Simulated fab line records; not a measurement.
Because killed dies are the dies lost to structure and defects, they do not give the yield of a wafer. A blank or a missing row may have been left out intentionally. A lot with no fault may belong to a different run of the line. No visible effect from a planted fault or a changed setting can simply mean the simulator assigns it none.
Lot-split experiment -- flow n5 finfet -- on a route of 1938 steps: 7 lots, 21 wafers read

ABOUT THE SPLIT
At N5_SDB_ETCH_18 (etches SOC in N2/H2, target depth 100 nm, overetch 20 nm, time 150 s), the setting source w was moved away from the recipe's 840 W on 2 of the 21 wafers read, by -17.7% to +8.9%. The other wafers ran this setting at the recipe's value.

The reading is taken at the split's own step.

THE READING
rf vpp V, in V, at N5_SDB_ETCH_18 (etches SOC in N2/H2, target depth 100 nm, overetch 20 nm, time 150 s). On this fab line, fault-free wafers typically give 523.6 V with a standard deviation of 2 V.

wafer,"tool, chamber at the split","source w as run, W",against the recipe,"rf vpp V, V",against lot-mates on the recipe
L074.1,"rie diel-01, 0",840,recipe,524.9,-
L074.3,"rie diel-01, 3",840,recipe,524.5,-
L074.4,"rie diel-01, 2",840,recipe,523.6,-
L081.4,"rie diel-01, 1",840,recipe,524.1,-
L081.5,"rie diel-01, 2",915,+8.9%,507.3,-17.2
L081.6,"rie diel-01, 1",840,recipe,525.0,-
L084.1,"rie diel-02, 2",840,recipe,527.2,-
L084.2,"rie diel-02, 3",691,-17.7%,558.8,+32.8
L084.6,"rie diel-02, 3",840,recipe,524.8,-
L086.3,"rie diel-02, 3",840,recipe,523.1,-
L086.4,"rie diel-02, 0",840,recipe,525.9,-
L086.5,"rie diel-02, 3",840,recipe,524.5,-
L089.2,"rie diel-02, 1",840,recipe,522.4,-
L089.3,"rie diel-02, 2",840,recipe,525.5,-
L089.6,"rie diel-02, 3",840,recipe,523.2,-
L090.2,"rie diel-04, 1",840,recipe,522.6,-
L090.3,"rie diel-04, 2",840,recipe,521.0,-
L090.5,"rie diel-04, 2",840,recipe,522.5,-
L091.3,"rie diel-04, 0",840,recipe,522.1,-
L091.4,"rie diel-04, 2",840,recipe,522.6,-
L091.6,"rie diel-04, 3",840,recipe,521.6,-

THE FIT
A straight line over all 21 wafers: rf vpp V changes by -1.95 V for each +1% of source w; r = -0.98; the points scatter about the line by 1.6 V.
The same after taking each lot's own level away (the mean of its wafers on the recipe; 21 wafers): -1.87 V for each +1%; r = -0.99; scatter 0.91 V.
The reading moves by 33 V for the largest change in source w, on that fit.
The lots' own levels span 522.03 to 526.00 V, that is 2.0 times the standard deviation above.
Consequently the slope shifts little with the lot-to-lot level, the two slopes agreeing.
Check: with one of the wafers moved furthest among these (-17.7%) left out of the fit, the line predicts +34.3 V for it against its lot-mates. It came out at +32.8 V against them.
Tool readings at the split's step, against how far the setting was moved: rf vpp V r = -0.98.

FURTHER SPLITS ON THESE WAFERS
Note: prior to the reading, these wafers also went through further splits. Each is held against what the fit with the lots' levels taken away leaves over:
other split on the same wafers,wafers away from the commonest value,r with rf vpp V (lot level and that fit taken away)
N5_SDB_EXPOSE_08 dose mj,5,-0.17

THE FILE'S OWN FIT
rf vpp V changes by -1.86 V for each +1% of source w, r = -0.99.
